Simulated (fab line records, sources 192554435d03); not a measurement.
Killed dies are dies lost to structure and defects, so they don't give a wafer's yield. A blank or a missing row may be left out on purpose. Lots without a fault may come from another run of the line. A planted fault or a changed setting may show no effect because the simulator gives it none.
fab line records | flow n5_finfet
record lots=7 wafers=15 last_day=17
route steps=1938 shown STI_FIN_REVEAL@184 DUMMY_GATE@212 SD_EPI_N@281 BEOL_M4@1111 PASSIVATION@1936
lots that met no fault: from a run of the same line without faults
start_h: hours from the record's first day to the start of the lot's first wafer shown | wait_h: hours since the lot's step before | " the same as in the row above | L1.1+2: a row that stands for several wafers | - no value, or no start given | * or withheld: withheld | < > ~ a bound
route shown NAME@n: a module of which the file shows steps, and the number in the route of the first | usual: mean/standard deviation of fault-free wafers | same: alike in all rows | chamber/n: place in a boat | sites: the reading at each site | _std_site: their standard deviation | _edge_site: outer sites' mean less inner sites' | radius_mm: how far each site lies from the wafer's centre | mask NAME#n: copy n | behind: the tool/chamber that last shaped the wafer | hold: why the lot was held/for how many hours/how that ended | device: the transistor (n, p or np) that didn't switch | end of line: the same wafers' tests at the end of the route | a step without rows: its recipe alone | killed: dies lost to structure and defects at the first sort, not the wafer's yield | map: a wafer's dies, x killed, . not, _ none there
set.NAME: the setting as run; set.NAME@STEP: as run at that earlier step | model.NAME: the simulator's own value behind a step, which no gauge read
lots at some steps of the route; a table a step, a row a wafer
services: from which hour (start_h, from the record's first day; less than 0 if before it) a tool's chamber was out of use, for how many hours, and why
## steps
# step N5_STI_FIN_REVEAL_ALD_14
# recipe material=Si3N4 target_thk_a=30 temp_c=400 ald_precursor_family=SiH2I2 ald_co_reactant=N2/H2-plasma pressure_torr=2
# step N5_STI_FIN_REVEAL_FCVD_FILL_01
# recipe material=SiO2_flowable target_thk_a=3120 temp_c=100 pressure_torr=0.8 rf_w=2000 time_s=512.2
# step N5_STI_FIN_REVEAL_DENSIFY_02
# recipe temp_c=650 ambient=steam time_s=1800 idle_temp_c=400 densification_p_h2o_torr=640
# step N5_STI_FIN_REVEAL_CMP_04
# recipe stop_on=Si3N4 t_overpolish_s=4 down_force_psi=2 platen_rpm=54.18 post_cmp_clean=alkaline_brush pad_velocity_m_s=1.078 target_thk_nm=131.83
# usual motor_current_A=8.0/0.7 overpolish_run_s=4.000/0.0081 time_to_endpoint_s=105/5.3
# columns lot.wafer tool chamber start_h wait_h motor_current_A overpolish_run_s time_to_endpoint_s
L295.1 cmp-02 1 32.76 0.0 8.8 4.006 105
L295.4 " 2 " " 7.9 3.995 99
L295.3 " 3 " " 8.7 4.003 99
L300.2 cmp-02 3 63.49 0.1 8.7 3.993 107
L301.1 cmp-04 1 69.40 0.2 7.5 3.999 107
L303.4 cmp-04 1 80.88 0.1 8.1 4.013 105
L307.1 cmp-01 0 104.86 0.1 7.0 4.012 102
L307.3 " 1 " " 7.5 3.987 113
L307.6 " 0 " " 7.4 3.995 108
L309.4 cmp-01 3 118.38 0.0 9.3 4.002 106
L309.1 " 0 " " 6.9 4.005 102
L309.3 " 2 " " 7.7 4.006 102
L317.1 cmp-04 0 164.76 0.0 8.4 4.000 98
L317.2 " 1 " " 7.3 4.005 94
L317.5 " 0 " " 8.3 3.997 97
# step N5_STI_FIN_REVEAL_THK_MEAS_05
# usual thk_nm=132.0/1.3
# columns lot.wafer tool chamber start_h wait_h thk_nm
L295.1 film_metro-01 - 33.05 - 132.5
L295.3 " - " " 131.2
L295.4 " - " " 130.9
L300.2 film_metro-02 - 63.75 - 131.4
L301.1 film_metro-02 - 69.58 - 131.3
L303.4 film_metro-02 - 81.14 - 132.4
L307.1 film_metro-01 - 105.11 - 132.2
L307.3 " - " " 134.5
L307.6 " - " " 133.4
L309.1 film_metro-02 - 118.68 - 132.6
L309.3 " - " " 132.3
L309.4 " - " " 133.0
L317.1 film_metro-01 - 165.05 - 131.0
L317.2 " - " " 130.9
L317.5 " - " " 129.7
# step N5_STI_FIN_REVEAL_DENSIFY_30
# recipe temp_c=* time_s=* ambient=N2 idle_temp_c=600 ramp_up_c_per_s=150 ramp_down_c_per_s=60 cool_to_c=600
# usual lamp_power_pct=11.53/0.057 wafer_temp_C_max=*
# columns lot.wafer tool chamber start_h wait_h lamp_power_pct wafer_temp_C_max
L295.1 rtp_anneal-02 0 33.09 0.0 11.46 *
L295.3 " 0 " " 11.51 *
L295.4 " 0 " " 11.52 *
L300.2 rtp_anneal-02 0 63.91 0.2 11.57 *
L301.1 rtp_anneal-01 0 69.64 0.1 11.51 *
L303.4 rtp_anneal-01 0 81.26 0.1 11.49 *
L307.1 rtp_anneal-01 0 105.14 0.0 11.52 *
L307.3 " 0 " " 11.57 *
L307.6 " 0 " " 11.44 *
L309.1 rtp_anneal-02 0 118.93 0.3 11.54 *
L309.3 " 0 " " 11.56 *
L309.4 " 0 " " 11.47 *
L317.1 rtp_anneal-01 0 165.21 0.2 11.52 *
L317.2 " 0 " " 11.49 *
L317.5 " 0 " " 11.55 *
# step N5_STI_FIN_REVEAL_ETCHBACK_08
# recipe chemistry=C4F6/O2 target=SiO2 target_depth_a=305 time_s=10.167 ion_energy_ev=250 pressure_mtorr=30 source_w=345 bias_w=185 Ar_flow_sccm=300 C4F6_flow_sccm=10 O2_flow_sccm=10
# step N5_STI_FIN_REVEAL_STRIP_24
# recipe chemistry=N2/H2 time_s=90 power_w=100 temp_c=40 pressure_mtorr=100 rf_frequency_hz=6e+07 bias_power_w=3 n2_flow_sccm=300 h2_flow_sccm=300
# step N5_STI_FIN_REVEAL_PRECLEAN_25
# recipe chemistry=SPM time_s=90 temp_c=120 mix=4:1
# step N5_STI_FIN_REVEAL_PRECLEAN_26
# recipe chemistry=SC1 time_s=45 temp_c=46 mix=1:2:100
# step N5_STI_FIN_REVEAL_PRECLEAN_29
# recipe chemistry=DHF time_s=30 temp_c=25 dilution=300:1
# step N5_STI_FIN_REVEAL_SRD_12
# recipe time_s=30 temp_c=23 rinse_liquid=diw dry=ipa_marangoni
# step N5_STI_FIN_REVEAL_RECESS_09
# recipe chemistry=HF/NH3 target=SiO2 afs_cycles=11 target_depth_a=425 temp_c=30 sublimation_temp_c=180 sublimation_time_s=60
# usual drypump_motor_current_A=5.6/0.36 foreline_p_Torr=0.1280/0.0004
# columns lot.wafer tool chamber start_h wait_h drypump_motor_current_A foreline_p_Torr
L295.1 vapor_etch-01 0 33.73 0.0 5.4 0.1277
L295.3 " 0 " " 5.4 0.1280
L295.4 " 1 " " 5.4 0.1282
L300.2 vapor_etch-02 1 64.36 0.0 6.2 0.1268
L301.1 vapor_etch-01 1 70.11 0.0 5.4 0.1280
L303.4 vapor_etch-01 1 82.17 0.6 5.4 0.1283
L307.1 vapor_etch-02 1 105.79 0.0 6.2 0.1284
L307.3 " 1 " " 6.2 0.1293
L307.6 " 0 " " 5.3 0.1279
L309.1 vapor_etch-02 0 119.47 0.0 5.3 0.1274
L309.3 " 1 " " 6.2 0.1276
L309.4 " 0 " " 5.3 0.1277
L317.1 vapor_etch-02 1 165.73 0.0 6.2 0.1277
L317.2 " 0 " " 5.3 0.1281
L317.5 " 0 166.79 1.1 5.3 0.1278
# step N5_STI_FIN_REVEAL_STRIP_16
# recipe chemistry=H3PO4 material=SiNx temp_c=165 target_depth_a=238 overetch_fraction=0.4964 dry=ipa_marangoni
# step N5_STI_FIN_REVEAL_PRECLEAN_17
# recipe chemistry=NF3:NH3 afs_cycles=1 temp_c=30 time_s=20 sublimation_temp_c=180 sublimation_time_s=60 pressure_torr=3 rf_power_w=30
# step N5_STI_FIN_REVEAL_ETCH_34
# recipe chemistry=H2 mode=isotropic material=Si target=Si target_depth_a=9.7 temp_c=20 pressure_mtorr=4.5 icp_w=300 bias_w=0 h2_flow_sccm=7.5 he_flow_sccm=142.5
# usual drypump_motor_current_A=5.6/0.62 oes_product_au=0.997/0.018 throttle_valve_pct=25.8/0.49
# columns lot.wafer tool chamber start_h wait_h drypump_motor_current_A oes_product_au rf_hours_counter_h throttle_valve_pct
L295.1 rie_si-04 1 35.85 0.2 4.8 0.972 56 26.8
L295.3 " 2 " " 4.8 0.967 114 25.1
L295.4 " 3 " " 5.5 1.007 85 26.6
L300.2 rie_si-03 0 66.45 0.1 4.7 1.002 122 25.8
L301.1 rie_si-04 1 72.23 0.2 4.8 0.977 57 26.8
L303.4 rie_si-01 0 83.73 0.1 5.8 1.006 2 25.2
L307.1 rie_si-03 1 107.91 0.2 4.8 0.998 91 26.2
L307.3 " 0 " " 4.7 1.018 123 25.8
L307.6 " 1 " " 4.8 1.000 - 26.2
L309.1 rie_si-01 3 121.59 0.2 6.6 0.995 6 25.8
L309.3 " 0 " " 5.8 1.011 3 25.2
L309.4 " 2 " " 5.9 1.019 39 25.6
L317.1 rie_si-01 2 167.82 0.2 5.9 1.010 40 25.6
L317.2 " 3 " " 6.6 1.000 7 25.8
L317.5 " 0 " " 5.8 1.013 - 25.2
# step N5_STI_FIN_REVEAL_OXIDATION_31
# recipe chemistry=O2_PLASMA_REMOTE temp_c=150 time_s=20 pressure_mtorr=1000 source_power_w=2000 o2_flow_sccm=3000
# usual drypump_motor_current_A=5.32/0.22 heater_power_w=132/9.7
# columns lot.wafer tool chamber start_h wait_h drypump_motor_current_A heater_power_w rf_hours_counter_h
L295.1 plasma_asher-02 0 35.91 0.0 5.03 137 74
L295.3 " 0 " " 5.03 139 -
L295.4 " 1 " " 5.36 126 -
L300.2 plasma_asher-02 0 66.51 0.0 4.99 136 80
L301.1 plasma_asher-01 1 72.29 0.0 5.33 147 43
L303.4 plasma_asher-02 0 83.89 0.1 4.98 139 -
L307.1 plasma_asher-01 0 108.00 0.1 5.62 122 50
L307.3 " 1 " " 5.33 145 -
L307.6 " 1 " " 5.36 145 -
L309.1 plasma_asher-01 0 121.65 0.0 5.65 122 53
L309.3 " 0 " " 5.64 121 -
L309.4 " 1 " " 5.32 142 -
L317.1 plasma_asher-02 1 167.88 0.0 5.36 125 98
L317.2 " 0 " " 5.02 138 98
L317.5 " 0 " " 5.01 135 -
# step N5_STI_FIN_REVEAL_PRECLEAN_32
# recipe chemistry=NF3:NH3 afs_cycles=1 temp_c=30 time_s=20 sublimation_temp_c=180 sublimation_time_s=60 pressure_torr=3 rf_power_w=30
# step N5_STI_FIN_REVEAL_STRIP_35
# recipe chemistry=H3PO4 material=Si3N4 temp_c=165 target_depth_a=40 time_s=39
# step N5_STI_FIN_REVEAL_SRD_21
# recipe dry=ipa_marangoni time_s=30 temp_c=23 rinse_liquid=diw
# step N5_STI_FIN_REVEAL_OXIDATION_33
# recipe chemistry=O2_PLASMA_REMOTE temp_c=150 time_s=20 pressure_mtorr=1000 source_power_w=2000 o2_flow_sccm=3000
# step N5_STI_FIN_REVEAL_CLEAN_19
# recipe chemistry=O3/DIW temp_c=25 time_s=120 o3_ppm=10
# step N5_STI_FIN_REVEAL_SRD_23
# recipe dry=ipa_marangoni time_s=30 temp_c=23 rinse_liquid=diw
# step N5_STI_FIN_REVEAL_CD_MEAS_22
# recipe target_cd_nm=6.238 pitch_nm=28 polarity=line
# usual cd_nm=6.32/0.25
# columns lot.wafer tool chamber start_h wait_h cd_nm
L295.1 cd_sem-03 - 36.42 0.0 6.54
L295.3 " - " " 6.32
L295.4 " - " " 6.18
L300.2 cd_sem-03 - 67.04 0.0 5.98
L301.1 cd_sem-03 - 72.80 0.0 6.77
L303.4 cd_sem-02 - 84.40 0.0 6.45
L307.1 cd_sem-03 - 108.51 0.0 6.04
L307.3 " - " " 6.10
L307.6 " - " " 6.49
L309.1 cd_sem-03 - 122.16 0.0 6.70
L309.3 " - " " 6.27
L309.4 " - " " 5.95
L317.1 cd_sem-02 - 168.40 0.0 6.14
L317.2 " - " " 6.53
L317.5 " - " " 6.35
# step N5_STI_FIN_REVEAL_FIN_H_MEAS_10
# usual trench_depth_nm=51.5/0.86
# columns lot.wafer tool chamber start_h wait_h trench_depth_nm
L295.1 ocd-02 - 36.45 0.0 52.0
L295.3 " - " " 52.9
L295.4 " - " " 53.0
L300.2 ocd-02 - 67.07 0.0 50.4
L301.1 ocd-02 - 72.83 0.0 50.4
L303.4 ocd-02 - 84.43 0.0 49.2
L307.1 ocd-01 - 108.54 0.0 51.1
L307.3 " - " " 50.6
L307.6 " - " " 50.5
L309.1 ocd-02 - 122.19 0.0 50.9
L309.3 " - " " 52.5
L309.4 " - " " 51.0
L317.1 ocd-02 - 168.43 0.0 51.6
L317.2 " - " " 52.7
L317.5 " - " " 50.9
# step N5_STI_FIN_REVEAL_PRECLEAN_18
# recipe chemistry=SC2 time_s=45 temp_c=35 mix=1:1:50
# step N5_STI_FIN_REVEAL_SRD_28
# recipe dry=ipa_marangoni time_s=30 temp_c=23 rinse_liquid=diw
# step N5_STI_FIN_REVEAL_INSPECT_13
# recipe inspect_instrument=darkfield mode=post_clean
# usual raw_defect_count=12/4.9
# columns lot.wafer tool chamber start_h wait_h raw_defect_count
L295.1 defect_inspect-01 - 36.54 0.0 17
L295.3 " - " " 16
L295.4 " - " " 9
L300.2 defect_inspect-01 - 67.16 0.0 9
L301.1 defect_inspect-02 - 72.92 0.0 15
L303.4 defect_inspect-02 - 84.51 0.0 20
L307.1 defect_inspect-01 - 108.63 0.0 5
L307.3 " - " " 7
L307.6 " - " " 14
L309.1 defect_inspect-02 - 122.28 0.0 14
L309.3 " - " " 13
L309.4 " - " " 23
L317.1 defect_inspect-02 - 168.51 0.0 11
L317.2 " - " " 9
L317.5 " - " " 13
# step N5_DUMMY_GATE_PRECLEAN_00
# recipe chemistry=O3/DIW time_s=60 temp_c=22 o3_ppm=10
# step N5_DUMMY_GATE_SRD_01
# recipe time_s=30 temp_c=23 rinse_liquid=diw dry=ipa_marangoni
# step N5_DUMMY_GATE_ALD_02
# recipe material=SiO2 target_thk_a=20 temp_c=300 ald_precursor_family=BDEAS ald_co_reactant=O2-plasma pulse_time_s=1 pressure_torr=2
# step N5_DUMMY_GATE_CVD_03
# recipe material=a-Si target_thk_a=1500 temp_c=530 precursor=SiH4 time_s=8042
# step N5_DUMMY_GATE_PRECLEAN_46
# recipe chemistry=DIW time_s=89.5 temp_c=23
# step N5_DUMMY_GATE_SRD_47
# recipe dry_time_s=32 dry=n2_spin spin_rpm=1500
# step N5_DUMMY_GATE_CMP_04
# recipe material=a-Si post_cmp_clean=alkaline_brush
# usual motor_current_A=10.3/0.77 time_to_endpoint_s=12.5/2.5
# columns lot.wafer tool chamber start_h wait_h motor_current_A time_to_endpoint_s
L295.1 cmp-02 0 42.76 0.0 9.4 9.4
L295.4 " 1 " " 11.5 16.3
L295.3 " 2 " " 9.6 13.9
L300.2 cmp-02 2 71.16 0.1 9.8 12.5
L301.1 cmp-02 0 77.08 0.1 9.8 9.6
L303.4 cmp-02 0 88.49 0.1 9.4 13.2
L307.1 cmp-02 0 120.02 0.0 9.7 12.5
L307.3 " 3 " " 10.5 16.2
L307.6 " 0 " " 9.6 13.4
L309.3 cmp-03 3 127.31 0.0 10.5 10.8
L309.4 " 0 " " 10.5 9.4
L309.1 " 2 " " 9.6 8.0
L317.1 cmp-02 2 172.84 0.1 9.8 13.6
L317.2 " 3 " " 10.1 13.4
L317.5 " 1 " " 10.5 14.4
# step N5_DUMMY_GATE_THK_MEAS_05
# usual thk_nm=71.4/1.2
# columns lot.wafer tool chamber start_h wait_h thk_nm
L295.1 film_metro-01 - 43.00 0.2 70.9
L295.3 " - " " 72.1
L295.4 " - " " 73.1
L300.2 film_metro-02 - 71.34 0.1 69.8
L301.1 film_metro-01 - 77.23 0.1 71.6
L303.4 film_metro-02 - 88.70 0.2 71.2
L307.1 film_metro-02 - 120.26 0.2 68.9
L307.3 " - " " 71.3
L307.6 " - " " 70.2
L309.1 film_metro-01 - 127.55 0.1 69.3
L309.3 " - " " 70.7
L309.4 " - " " 70.4
L317.1 film_metro-01 - 173.05 0.2 69.8
L317.2 " - " " 70.5
L317.5 " - " " 71.7
# step N5_DUMMY_GATE_HM_DEP_06
# recipe material=SiNx target_thk_a=800 precursor=DCS/NH3 temp_c=700 pressure_mtorr=300 time_s=5141
# step N5_DUMMY_GATE_PECVD_30
# recipe material=SiO2 target_thk_a=550 temp_c=400 precursor=TEOS/O2 pressure_torr=6.5 rf_w=withheld teos_flow_sccm=withheld gas=O2 flow_sccm=2650 time_s=10.8
# step N5_DUMMY_GATE_COAT_34
# recipe resist=SOC temp_c=250 time_s=60 spin_rpm=1500 resist_thk_nm=60
# step N5_DUMMY_GATE_COAT_35
# recipe resist=SiARC temp_c=220 time_s=60 spin_rpm=1500 resist_thk_nm=10
# step N5_DUMMY_GATE_COAT_28
# recipe resist=underlayer temp_c=205 time_s=60 spin_rpm=1500 resist_thk_nm=10
# step N5_DUMMY_GATE_COAT_09
# recipe resist=CAR-EUV spin_rpm=1500 resist_thk_nm=30
# step N5_SD_EPI_N_SD_RECESS_17
# recipe chemistry=HBr/Cl2/O2 target_depth_a=410 mask_material=SOC time_s=23.7 bt_time_s=3 pressure_mtorr=10 icp_w=800 bias_w=112 HBr_flow_sccm=150 Cl2_flow_sccm=80 O2_flow_sccm=12
# usual drypump_motor_current_A=5.6/0.61 oes_product_au=0.999/0.017 throttle_valve_pct=37.10/0.28
# columns lot.wafer tool chamber start_h wait_h drypump_motor_current_A oes_product_au rf_hours_counter_h throttle_valve_pct model.Si_of_WELL_APT_EPI_41.thk_nm model.etch.depth_nm model.SD_EPI_N.feature_depth_nm
L295.1 rie_si-01 3 50.50 0.0 6.6 1.009 5 36.83 8.6 40.68 40.6
L295.3 " 0 " " 5.8 1.012 1 36.87 9 40.91 41
L295.4 " 1 " " 5.9 1.003 11 37.19 8.4 41.2 41.2
L300.2 rie_si-04 0 79.07 0.0 5.8 1.008 99 36.90 6.6 43.41 43.4
L301.1 rie_si-04 0 84.80 0.0 5.8 1.011 99 36.92 6.6 43.28 43.2
L303.4 rie_si-04 0 96.87 0.0 5.8 1.001 99 36.91 6.6 43.22 43.2
L307.1 rie_si-03 2 131.48 0.0 5.7 0.989 146 37.39 9.4 40.22 40.2
L307.3 " 0 " " 4.7 1.008 124 37.49 9 40.67 40.6
L307.6 " 0 " " 4.7 1.009 - 37.49 9.4 40.64 40.6
L309.1 rie_si-03 1 138.21 0.0 4.8 1.016 92 37.24 8.2 41.85 41.8
L309.3 " 0 " " 4.7 1.004 124 37.49 9 40.81 40.8
L309.4 " 0 " " 4.7 1.000 - 37.50 8.8 40.79 40.8
L317.1 rie_si-01 1 180.28 0.0 5.9 1.004 13 37.22 8 40.52 40.6
L317.2 " 2 " " 5.9 1.018 40 36.81 7.8 40.96 41
L317.5 " 1 " " 5.9 1.006 - 37.18 7.8 40.7 40.6
# step N5_SD_EPI_N_STRIP_18
# recipe chemistry=SPM time_s=750 temp_c=130 h2so4_h2o2_vol_ratio=4
# columns lot.wafer tool chamber start_h wait_h model.Si_of_WELL_APT_EPI_41.thk_nm
L295.1 wet_bench-05 2 50.69 0.0 8.2
L295.3 " 7 " " 8.6
L295.4 " 6 " " 8
L300.2 wet_bench-01 4 79.26 0.0 6.4
L301.1 wet_bench-01 7 84.99 0.0 6.4
L303.4 wet_bench-06 7 97.06 0.0 6.4
L307.1 wet_bench-01 3 131.67 0.0 9
L307.3 " 5 " " 8.6
L307.6 " 4 " " 9.2
L309.1 wet_bench-01 4 138.40 0.0 7.8
L309.3 " 1 " " 8.8
L309.4 " 2 " " 8.4
L317.1 wet_bench-05 6 180.47 0.0 7.6
L317.2+5 " 5,1 " " 7.4
# step N5_BEOL_M4_RC_MEAS_101
# usual CJ_N=4.32/0.08 DIBL_N=36.5/1.4 DIBL_P=36.6/1.9 IOFF_N=0.167/0.029 IOFF_P=0.21/0.033 ION_N=674/12 ION_P=460/8.9 SS_N=71.6/0.57 SS_P=73.4/0.61 VT_N=249/3.3 VT_P=-250/3.3
# columns lot.wafer tool chamber start_h wait_h CJ_N DIBL_N[mV/V] DIBL_P[mV/V] IOFF_N[nA/um] IOFF_P[nA/um] ION_N[uA/um] ION_P[uA/um] SS_N[mV/dec] SS_P[mV/dec] VT_N[mV] VT_P[mV]
L295.1 prober-01 0 178.00 0.0 4.25 35.2 33.8 0.144 0.21 669 465 71.0 72.8 249 -252
L295.3 " 0 " " 4.28 35.0 33.6 0.147 0.21 681 467 70.3 72.9 252 -247
L295.4 " 0 " " 4.32 36.0 33.8 0.158 0.21 675 468 70.6 73.5 251 -248
L300.2 prober-01 0 195.95 0.2 4.55 38.3 34.8 0.200 0.21 670 459 73.4 73.1 251 -249
L301.1 prober-01 0 203.76 0.0 4.48 38.0 35.7 0.254 0.21 672 453 74.2 73.3 246 -248
L303.4 prober-02 0 210.66 0.5 4.58 39.6 35.0 0.296 0.20 652 443 76.6 73.5 250 -252
L307.1 prober-02 0 242.09 0.0 4.27 36.9 36.7 0.161 0.17 668 449 71.9 73.6 248 -255
L307.3 " 0 " " 4.39 36.3 36.1 0.164 0.17 669 452 70.9 72.8 246 -253
L307.6 " 0 " " 4.31 37.2 37.6 0.186 0.19 674 450 71.9 74.1 244 -253
L309.1 prober-02 0 263.65 0.0 4.44 38.4 38.3 0.193 0.25 676 462 71.1 73.3 249 -247
L309.3 " 0 " " 4.33 35.9 36.9 0.154 0.23 678 474 72.1 72.9 250 -247
L309.4 " 0 " " 4.33 35.9 36.2 0.146 0.22 668 462 71.3 72.9 250 -247
L317.1 prober-01 0 303.83 0.0 4.40 37.6 37.8 0.151 0.24 656 458 71.9 73.3 253 -248
L317.2 " 0 " " 4.45 35.9 35.2 0.134 0.19 668 460 71.3 72.1 253 -251
L317.5 " 0 " " 4.43 36.9 36.0 0.139 0.22 656 456 71.8 73.1 251 -251
# step N5_PASSIVATION_PROBE_49
# usual defect_limited_yield=91.2/1.6 killed_at_M0_to_M3=34/11 killed_at_M4_up=14/5.7 killed_at_contacts=14/6.6 killed_at_front_end=37/10 killed_at_other=4/3.2 killed_dies=104/19 killed_on_rim=14/4.1 killed_open=69/13 killed_short=33/8.7 sort_bin_5_function=5.1/1 sort_bin_6_memory=3.3/0.76 sort_bin_8_speed=0.00/0.016 sort_n_pass=1076/19 sort_yield_pct=91.2/1.6
# same gross_dies=1180 killed_at_back_side=0 sort_bin_4_leakage[%]=0
# columns lot.wafer tool chamber start_h wait_h defect_limited_yield[%] killed_at_M0_to_M3 killed_at_M4_up killed_at_contacts killed_at_front_end killed_at_other killed_dies killed_on_rim killed_open killed_short sort_bin_5_function[%] sort_bin_6_memory[%] sort_bin_8_speed[%] sort_n_pass sort_yield_pct[%]
L295.1 prober-02 - 273.78 0.0 89.2 39 11 17 55 6 128 16 80 48 6.3 4.2 0 1052 89.2
L295.3 prober-02 - 273.88 0.1 90.0 39 18 16 43 2 118 14 85 31 5.5 4.2 0 1062 90.0
L295.4 prober-02 - 273.93 0.2 91.3 40 15 13 32 3 103 12 68 33 4.9 3.5 0 1077 91.3
L300.2 prober-01 - 284.63 0.1 88.7 67 13 14 33 6 133 21 86 47 6.6 4.2 0 1047 88.7
L307.3 prober-02 - 343.92 0.1 91.6 18 7 27 47 0 99 17 61 31 4.2 3.1 0 1081 91.6
# killed by level:class
L295.1 STI_FIN_REVEAL:geometric_particle:open=15 MOL_CONTACT_COAG:geometric_particle:open=15 FIN_SAQP:geometric_particle:short=12 FIN_SAQP:geometric_particle:open=9 BEOL_M0_SAQP:geometric_particle:open=9 BEOL_M0_SAQP:geometric_particle:short=9 BEOL_M2:geometric_particle:open=7 STI_FIN_REVEAL:geometric_particle:short=4
L295.3 FIN_SAQP:geometric_particle:open=12 MOL_CONTACT_COAG:geometric_particle:open=12 BEOL_M1:geometric_particle:open=9 BEOL_M2:geometric_particle:open=9 BEOL_M0_SAQP:geometric_particle:open=7 STI_FIN_REVEAL:geometric_particle:open=6 DUMMY_GATE:geometric_particle:open=5 GATE_CUT:geometric_particle:short=4
L295.4 MOL_CONTACT_COAG:geometric_particle:open=11 BEOL_M0_SAQP:geometric_particle:short=11 BEOL_M2:geometric_particle:open=10 FIN_SAQP:geometric_particle:short=9 FIN_SAQP:geometric_particle:open=9 BEOL_M4:geometric_particle:open=8 BEOL_M0_SAQP:geometric_particle:open=6 STI_FIN_REVEAL:geometric_particle:open=4
L300.2 BEOL_M0_SAQP:geometric_particle:open=14 BEOL_M2:geometric_particle:open=14 MOL_CONTACT_COAG:geometric_particle:open=11 BEOL_M1:geometric_particle:open=11 BEOL_M0_SAQP:geometric_particle:short=10 GATE_CUT:geometric_particle:short=7 BEOL_M2:geometric_particle:short=7 FIN_SAQP:geometric_particle:short=6
L307.3 MOL_CONTACT_COAG:geometric_particle:open=20 GATE_CUT:geometric_particle:short=8 FIN_SAQP:geometric_particle:open=7 DUMMY_GATE:geometric_particle:open=7 MOL_CONTACT_COAG:geometric_particle:short=7 FIN_SAQP:geometric_particle:short=6 HKMG_FIN:area_etch=6 BEOL_M0_SAQP:geometric_particle:open=5
## services
# columns tool chamber start_h hours kind
rie_si-04 2 11.20 4.0 repair
rtp_anneal-01 - 12.49 1.3 pm
wet_bench-06 - 17.78 1.2 repair
rie_si-01 2 21.23 1.0 repair
cmp-03 - 21.96 1.9 repair
rie_si-04 2 23.34 3.4 repair
cmp-01 - 40.52 2.9 repair
cmp-01 - 47.53 4.0 pm
cmp-01 - 51.53 - consumable_replace:conditioner
cmp-01 - 51.53 - consumable_replace:pad
cmp-03 - 53.80 7.9 pm
cmp-03 - 66.27 10.2 pm
cmp-03 - 78.14 0.2 repair
cmp-03 - 99.29 1.0 repair
cmp-04 - 111.77 0.6 repair
cmp-03 - 112.91 4.7 repair
cmp-04 - 116.44 4.0 pm
rie_si-04 2 123.18 11.6 repair
cmp-04 - 124.14 4.6 pm
vapor_etch-01 1 128.25 3.4 repair
rie_si-03 3 134.26 7.4 repair
plasma_asher-02 - 134.65 0.7 repair
rie_si-03 - 174.90 14.6 pm
cmp-01 - 179.60 0.8 repair
## key
first_sign step=N5_BEOL_M4_RC_MEAS_101 reading=SS_N direction=up sigmas=5.4 usual=71.6 struck=74.7
effect step=N5_BEOL_M4_RC_MEAS_101 reading=IOFF_N direction=up sigmas=2.9 usual=0.167 struck=0.250 wafers_moved=2
effect step=N5_BEOL_M4_RC_MEAS_101 reading=CJ_N direction=up sigmas=2.7 usual=4.32 struck=4.53
model_effect step=N5_SD_EPI_N_SD_RECESS_17 value=Si_of_WELL_APT_EPI_41.thk_nm without=9.8 struck=6.6
model_effect step=N5_SD_EPI_N_STRIP_18 value=Si_of_WELL_APT_EPI_41.thk_nm without=9.4 struck=6.4
met_at N5_STI_FIN_REVEAL_RECESS_09,N5_SD_EPI_N_SD_RECESS_17
struck_wafers L300.2,L301.1,L303.4
rows_end L301.1,L303.4
onset_between 70.11 79.07
fault kind=process_parameter_drift tool=vapor_etch-01 chamber=1 onset_h=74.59 steps=N5_STI_FIN_REVEAL_RECESS_09 channel=target_depth_a offset=-13.601 shape=step acts_in=these_recipes_only stated=425
fault kind=process_parameter_drift tool=rie_si-04 chamber=0 onset_h=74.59 steps=N5_SD_EPI_N_SD_RECESS_17 channel=time_s offset=* shape=step acts_in=* stated=*
# rows_end: these wafers met a further fault down the route, and their rows from its step on are left out
